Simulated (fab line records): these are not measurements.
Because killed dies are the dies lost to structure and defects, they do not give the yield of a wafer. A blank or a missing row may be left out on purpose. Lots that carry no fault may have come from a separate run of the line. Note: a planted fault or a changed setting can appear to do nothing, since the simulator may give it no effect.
What tool caused it? :: flow n5Finfet :: Sampling: 24 lots, 72 wafers, 5 of 1938 route steps

== WHAT THE GAUGES SHOWED, per wafer ==
N5_BEOL_M5_CD_MEAS_28: target cd 30.6 nm, target cd y 20 nm.
lot: L074
measured: day 8 06:34
on: cdSem-02
cdNm (nm): 30.81 30.90 30.73

lot: L075
measured: day 8 12:55
on: cdSem-02
cdNm (nm): 30.75 30.19 29.96

lot: L076
measured: day 8 15:16
on: cdSem-03
cdNm (nm): 30.91 30.75 30.51

lot: L077
measured: day 8 21:23
on: cdSem-03
cdNm (nm): 31.26 30.87 30.88

lot: L078
measured: day 9 04:43
on: cdSem-03
cdNm (nm): 30.41 30.96 30.44

lot: L079
measured: day 9 08:09
on: cdSem-02
cdNm (nm): 30.32 30.42 30.81

lot: L080
measured: day 9 11:29
on: cdSem-03
cdNm (nm): 30.62 30.63 30.40

lot: L081
measured: day 9 21:04
on: cdSem-02
cdNm (nm): 30.95 30.77 30.37

lot: L082
measured: day 10 05:02
on: cdSem-01
cdNm (nm): 30.73 30.49 30.37

lot: L083
measured: day 10 08:53
on: cdSem-01
cdNm (nm): 30.65 30.36 30.91

lot: L084
measured: day 10 14:48
on: cdSem-01
cdNm (nm): 30.68 30.51 30.88

lot: L085
measured: day 10 21:58
on: cdSem-02
cdNm (nm): 30.49 30.63 30.92

lot: L086
measured: day 11 00:25
on: cdSem-02
cdNm (nm): 30.48 30.78 30.46

lot: L087
measured: day 11 14:59
on: cdSem-01
cdNm (nm): 30.71 30.99 31.12

lot: L090
measured: day 12 00:11
on: cdSem-03
cdNm (nm): 30.58 30.95 30.68

lot: L088
measured: day 12 05:02
on: cdSem-02
cdNm (nm): 30.82 30.52 30.67

lot: L089
measured: day 12 05:13
on: cdSem-02
cdNm (nm): 30.75 30.77 30.36

lot: L091
measured: day 12 05:16
on: cdSem-03
cdNm (nm): 30.68 31.13 31.00

lot: L092
measured: day 12 19:26
on: cdSem-02
cdNm (nm): 30.69 30.54 30.65

lot: L093
measured: day 12 21:49
on: cdSem-02
cdNm (nm): 30.57 30.83 30.54

lot: L094
measured: day 13 03:47
on: cdSem-01
cdNm (nm): 30.29 30.55 30.55

lot: L095
measured: day 13 11:34
on: cdSem-02
cdNm (nm): 30.34 30.57 30.75

lot: L096
measured: day 14 04:04
on: cdSem-03
cdNm (nm): 30.78 30.63 30.70

lot: L097
measured: day 14 10:22
on: cdSem-03
cdNm (nm): 30.80 31.11 30.66

N5_BEOL_M5_INSPECT_58: inspects for defects (darkfield).
lot: L074
measured: day 8 13:59
on: defectInspect-02
rawDefectCount: 97 59 104

lot: L075
measured: day 8 21:14
on: defectInspect-02
rawDefectCount: 59 67 84

lot: L076
measured: day 8 23:27
on: defectInspect-02
rawDefectCount: 80 79 97

lot: L077
measured: day 9 06:08
on: defectInspect-01
rawDefectCount: 67 57 47

lot: L078
measured: day 9 12:33
on: defectInspect-01
rawDefectCount: 71 53 44

lot: L079
measured: day 9 15:47
on: defectInspect-01
rawDefectCount: 47 48 36

lot: L080
measured: day 9 20:21
on: defectInspect-01
rawDefectCount: 45 28 50

lot: L081
measured: day 10 05:01
on: defectInspect-02
rawDefectCount: 65 46 45

lot: L082
measured: day 10 12:30
on: defectInspect-01
rawDefectCount: 48 58 53

lot: L083
measured: day 10 16:20
on: defectInspect-02
rawDefectCount: 59 44 63

lot: L084
measured: day 10 23:49
on: defectInspect-02
rawDefectCount: 33 35 56

lot: L085
measured: day 11 06:23
on: defectInspect-02
rawDefectCount: 45 52 55

lot: L086
measured: day 11 07:38
on: defectInspect-02
rawDefectCount: 39 61 51

lot: L087
measured: day 11 22:42
on: defectInspect-02
rawDefectCount: 109 104 86

lot: L090
measured: day 12 07:35
on: defectInspect-02
rawDefectCount: 53 79 50

lot: L088
measured: day 12 12:49
on: defectInspect-01
rawDefectCount: 55 60 53

lot: L089
measured: day 12 13:00
on: defectInspect-01
rawDefectCount: 57 41 33

lot: L091
measured: day 12 15:16
on: defectInspect-02
rawDefectCount: 41 51 62

lot: L092
measured: day 13 05:08
on: defectInspect-02
rawDefectCount: 62 93 105

lot: L093
measured: day 13 06:22
on: defectInspect-02
rawDefectCount: 55 52 42

lot: L094
measured: day 13 13:08
on: defectInspect-02
rawDefectCount: 37 34 45

lot: L095
measured: day 13 19:35
on: defectInspect-02
rawDefectCount: 91 50 57

lot: L096
measured: day 14 11:17
on: defectInspect-01
rawDefectCount: 70 72 74

lot: L097
measured: day 14 18:02
on: defectInspect-02
rawDefectCount: 121 82 109

N5_BEOL_M6_THK_MEAS_01.
lot: L074
measured: day 8 14:37
on: filmMetro-01
M6_ILD_THK (nm): 156.0 159.5 159.4

lot: L075
measured: day 8 21:51
on: filmMetro-01
M6_ILD_THK (nm): 153.9 154.3 155.5

lot: L076
measured: day 9 00:04
on: filmMetro-02
M6_ILD_THK (nm): 157.5 157.7 158.3

lot: L077
measured: day 9 06:45
on: filmMetro-02
M6_ILD_THK (nm): 155.3 155.6 158.5

lot: L078
measured: day 9 13:10
on: filmMetro-02
M6_ILD_THK (nm): 155.0 157.9 158.4

lot: L079
measured: day 9 16:23
on: filmMetro-01
M6_ILD_THK (nm): 152.3 151.3 154.1

lot: L080
measured: day 9 20:58
on: filmMetro-01
M6_ILD_THK (nm): 152.1 155.7 156.3

lot: L081
measured: day 10 05:47
on: filmMetro-01
M6_ILD_THK (nm): 151.9 152.7 153.4

lot: L082
measured: day 10 13:07
on: filmMetro-02
M6_ILD_THK (nm): 153.6 154.5 154.8

lot: L083
measured: day 10 16:57
on: filmMetro-02
M6_ILD_THK (nm): 154.0 155.7 155.8

lot: L084
measured: day 11 00:26
on: filmMetro-02
M6_ILD_THK (nm): 156.2 157.1 161.4

lot: L085
measured: day 11 07:00
on: filmMetro-01
M6_ILD_THK (nm): 156.5 157.5 158.1

lot: L086
measured: day 11 08:44
on: filmMetro-02
M6_ILD_THK (nm): 159.1 154.6 157.6

lot: L087
measured: day 11 23:32
on: filmMetro-02
M6_ILD_THK (nm): 156.8 156.4 159.4

lot: L090
measured: day 12 08:13
on: filmMetro-02
M6_ILD_THK (nm): 152.3 150.9 155.0

lot: L088
measured: day 12 13:26
on: filmMetro-01
M6_ILD_THK (nm): 154.9 154.5 155.2

lot: L089
measured: day 12 13:37
on: filmMetro-02
M6_ILD_THK (nm): 152.8 159.3 157.3

lot: L091
measured: day 12 15:53
on: filmMetro-01
M6_ILD_THK (nm): 156.3 155.7 160.0

lot: L092
measured: day 13 06:29
on: filmMetro-01
M6_ILD_THK (nm): 153.4 152.8 156.0

lot: L093
measured: day 13 08:37
on: filmMetro-02
M6_ILD_THK (nm): 156.3 158.6 153.7

lot: L094
measured: day 13 13:45
on: filmMetro-01
M6_ILD_THK (nm): 154.2 157.1 157.4

lot: L095
measured: day 13 20:13
on: filmMetro-01
M6_ILD_THK (nm): 156.9 153.9 158.7

lot: L096
measured: day 14 12:10
on: filmMetro-02
M6_ILD_THK (nm): 154.6 157.9 155.7

lot: L097
measured: day 14 18:39
on: filmMetro-02
M6_ILD_THK (nm): 156.9 156.1 158.8

== EACH LOT AND THE TOOL THAT RAN IT (in order: tool; ch and the chambers of the sampled wafers; start) ==
lot: L074
N5_BEOL_M5_ANNEAL_82: pvdSputter-02, day 8 09:44
N5_BEOL_M6_CURE_74: uvCure-02 ch 1, day 8 14:05

lot: L075
N5_BEOL_M5_ANNEAL_82: pvdSputter-02, day 8 16:55
N5_BEOL_M6_CURE_74: uvCure-03 ch 0, day 8 21:34

lot: L076
N5_BEOL_M5_ANNEAL_82: pvdSputter-01, day 8 18:40
N5_BEOL_M6_CURE_74: uvCure-01 ch 0, day 8 23:38

lot: L077
N5_BEOL_M5_ANNEAL_82: pvdSputter-01, day 9 01:52
N5_BEOL_M6_CURE_74: uvCure-03 ch 0, day 9 06:14

lot: L078
N5_BEOL_M5_ANNEAL_82: pvdSputter-03, day 9 08:17
N5_BEOL_M6_CURE_74: uvCure-02 ch 0, day 9 12:39

lot: L079
N5_BEOL_M5_ANNEAL_82: pvdSputter-01, day 9 11:31
N5_BEOL_M6_CURE_74: uvCure-03 ch 1, day 9 15:53

lot: L080
N5_BEOL_M5_ANNEAL_82: pvdSputter-01, day 9 16:04
N5_BEOL_M6_CURE_74: uvCure-01 ch 2, day 9 20:37

lot: L081
N5_BEOL_M5_ANNEAL_82: pvdSputter-02, day 10 00:41
N5_BEOL_M6_CURE_74: uvCure-03 ch 2, day 10 05:21

lot: L082
N5_BEOL_M5_ANNEAL_82: pvdSputter-03, day 10 08:14
N5_BEOL_M6_CURE_74: uvCure-01 ch 1, day 10 12:46

lot: L083
N5_BEOL_M5_ANNEAL_82: pvdSputter-01, day 10 12:04
N5_BEOL_M6_CURE_74: uvCure-03 ch 0, day 10 16:31

lot: L084
N5_BEOL_M5_ANNEAL_82: pvdSputter-03, day 10 19:33
N5_BEOL_M6_CURE_74: uvCure-03 ch 2, day 10 23:59

lot: L085
N5_BEOL_M5_ANNEAL_82: pvdSputter-02, day 11 02:07
N5_BEOL_M6_CURE_74: uvCure-03 ch 1, day 11 06:34

lot: L086
N5_BEOL_M5_ANNEAL_82: pvdSputter-03, day 11 03:20
N5_BEOL_M6_CURE_74: uvCure-02 ch 0, day 11 07:44

lot: L087
N5_BEOL_M5_ANNEAL_82: pvdSputter-03, day 11 18:07
N5_BEOL_M6_CURE_74: uvCure-03 ch 2, day 11 23:02

lot: L090
N5_BEOL_M5_ANNEAL_82: pvdSputter-01, day 12 03:20
N5_BEOL_M6_CURE_74: uvCure-02 ch 1, day 12 07:46

lot: L088
N5_BEOL_M5_ANNEAL_82: pvdSputter-03, day 12 08:31
N5_BEOL_M6_CURE_74: uvCure-02 ch 2, day 12 12:56

lot: L089
N5_BEOL_M5_ANNEAL_82: pvdSputter-02, day 12 08:41
N5_BEOL_M6_CURE_74: uvCure-01 ch 2, day 12 13:07

lot: L091
N5_BEOL_M5_ANNEAL_82: pvdSputter-01, day 12 10:58
N5_BEOL_M6_CURE_74: uvCure-01 ch 2, day 12 15:26

lot: L092
N5_BEOL_M5_ANNEAL_82: pvdSputter-03, day 12 22:34
N5_BEOL_M6_CURE_74: uvCure-02 ch 1, day 13 05:58

lot: L093
N5_BEOL_M5_ANNEAL_82: pvdSputter-02, day 13 01:22
N5_BEOL_M6_CURE_74: uvCure-03 ch 2, day 13 07:56

lot: L094
N5_BEOL_M5_ANNEAL_82: pvdSputter-02, day 13 08:52
N5_BEOL_M6_CURE_74: uvCure-03 ch 1, day 13 13:14

lot: L095
N5_BEOL_M5_ANNEAL_82: pvdSputter-01, day 13 15:20
N5_BEOL_M6_CURE_74: uvCure-01 ch 0, day 13 19:47

lot: L096
N5_BEOL_M5_ANNEAL_82: pvdSputter-02, day 14 07:01
N5_BEOL_M6_CURE_74: uvCure-03 ch 2, day 14 11:43

lot: L097
N5_BEOL_M5_ANNEAL_82: pvdSputter-02, day 14 13:46
N5_BEOL_M6_CURE_74: uvCure-03 ch 1, day 14 18:18
- N5_BEOL_M5_ANNEAL_82: time 1800 s.
- N5_BEOL_M6_CURE_74: cures SiCOH lowk, time 240 s.

== AS READ BY THE TOOLS THEMSELVES (means over the sampled wafers that have a number; for cases with no such wafer, the mark the record gives instead) ==
N5_BEOL_M5_ANNEAL_82.
lot: L074
tool: pvdSputter-02
heaterPowerW (W): 858

lot: L075
tool: pvdSputter-02
heaterPowerW (W): 971

lot: L076
tool: pvdSputter-01
heaterPowerW (W): 807

lot: L077
tool: pvdSputter-01
heaterPowerW (W): 802

lot: L078
tool: pvdSputter-03
heaterPowerW (W): 844

lot: L079
tool: pvdSputter-01
heaterPowerW (W): 795

lot: L080
tool: pvdSputter-01
heaterPowerW (W): 809

lot: L081
tool: pvdSputter-02
heaterPowerW (W): 984

lot: L082
tool: pvdSputter-03
heaterPowerW (W): 830

lot: L083
tool: pvdSputter-01
heaterPowerW (W): 790

lot: L084
tool: pvdSputter-03
heaterPowerW (W): 832

lot: L085
tool: pvdSputter-02
heaterPowerW (W): 858

lot: L086
tool: pvdSputter-03
heaterPowerW (W): 818

lot: L087
tool: pvdSputter-03
heaterPowerW (W): 857

lot: L090
tool: pvdSputter-01
heaterPowerW (W): 812

lot: L088
tool: pvdSputter-03
heaterPowerW (W): 817

lot: L089
tool: pvdSputter-02
heaterPowerW (W): 916

lot: L091
tool: pvdSputter-01
heaterPowerW (W): 798

lot: L092
tool: pvdSputter-03
heaterPowerW (W): 834

lot: L093
tool: pvdSputter-02
heaterPowerW (W): 927

lot: L094
tool: pvdSputter-02
heaterPowerW (W): 864

lot: L095
tool: pvdSputter-01
heaterPowerW (W): 809

lot: L096
tool: pvdSputter-02
heaterPowerW (W): 845

lot: L097
tool: pvdSputter-02
heaterPowerW (W): 835

N5_BEOL_M6_CURE_74.
lot: L074
tool: uvCure-02
lampPowerPct (%): 52.32
wafer_temp_C_max: 387.9

lot: L075
tool: uvCure-03
lampPowerPct (%): 52.32
wafer_temp_C_max: 385.9

lot: L076
tool: uvCure-01
lampPowerPct (%): 52.34
wafer_temp_C_max: 387.3

lot: L077
tool: uvCure-03
lampPowerPct (%): 52.32
wafer_temp_C_max: 386.4

lot: L078
tool: uvCure-02
lampPowerPct (%): 52.31
wafer_temp_C_max: 386.5

lot: L079
tool: uvCure-03
lampPowerPct (%): 52.27
wafer_temp_C_max: 386.0

lot: L080
tool: uvCure-01
lampPowerPct (%): 52.25
wafer_temp_C_max: 386.2

lot: L081
tool: uvCure-03
lampPowerPct (%): 52.30
wafer_temp_C_max: 387.0

lot: L082
tool: uvCure-01
lampPowerPct (%): 52.32
wafer_temp_C_max: 386.7

lot: L083
tool: uvCure-03
lampPowerPct (%): 52.32
wafer_temp_C_max: 386.7

lot: L084
tool: uvCure-03
lampPowerPct (%): 52.33
wafer_temp_C_max: 386.7

lot: L085
tool: uvCure-03
lampPowerPct (%): 52.29
wafer_temp_C_max: 385.8

lot: L086
tool: uvCure-02
lampPowerPct (%): 52.30
wafer_temp_C_max: 386.1

lot: L087
tool: uvCure-03
lampPowerPct (%): 52.35
wafer_temp_C_max: 386.8

lot: L090
tool: uvCure-02
lampPowerPct (%): 52.33
wafer_temp_C_max: 387.4

lot: L088
tool: uvCure-02
lampPowerPct (%): 52.28
wafer_temp_C_max: 386.6

lot: L089
tool: uvCure-01
lampPowerPct (%): 52.33
wafer_temp_C_max: 386.3

lot: L091
tool: uvCure-01
lampPowerPct (%): 52.30
wafer_temp_C_max: 386.0

lot: L092
tool: uvCure-02
lampPowerPct (%): 52.31
wafer_temp_C_max: 387.2

lot: L093
tool: uvCure-03
lampPowerPct (%): 52.32
wafer_temp_C_max: 387.1

lot: L094
tool: uvCure-03
lampPowerPct (%): 52.30
wafer_temp_C_max: 386.0

lot: L095
tool: uvCure-01
lampPowerPct (%): 52.30
wafer_temp_C_max: 387.8

lot: L096
tool: uvCure-03
lampPowerPct (%): 52.28
wafer_temp_C_max: 386.7

lot: L097
tool: uvCure-03
lampPowerPct (%): 52.32
wafer_temp_C_max: 385.9

== THE ANSWER, worked out from the rows above alone ==
Rule: the lots themselves supply what counts as usual. The widest of any qualifying gaps counts: lots, ordered by their means at a reading, are off when they make up no more than a third of the lots, leave a main group of 4 or more, and stand apart from it by 3 or more times the standard deviation of that group's means. If all means in a main group match to the digits the tables above print for the reading, that group is not used. A lot without any number at a reading at which 4 lots or more have one is off too. Where the step has rows for the other lots, those lots are counted as sound. First the gauges in route order, then the tools' own readings, where a lot's mean is used as printed above. The first step at which some lot is off is used, and at that step the reading that is off furthest; a lot without a number counts as furthest.
No lot is off at any reading shown: from this, nothing can be told.

== WHAT THE SIMULATOR HAD INSERTED ==
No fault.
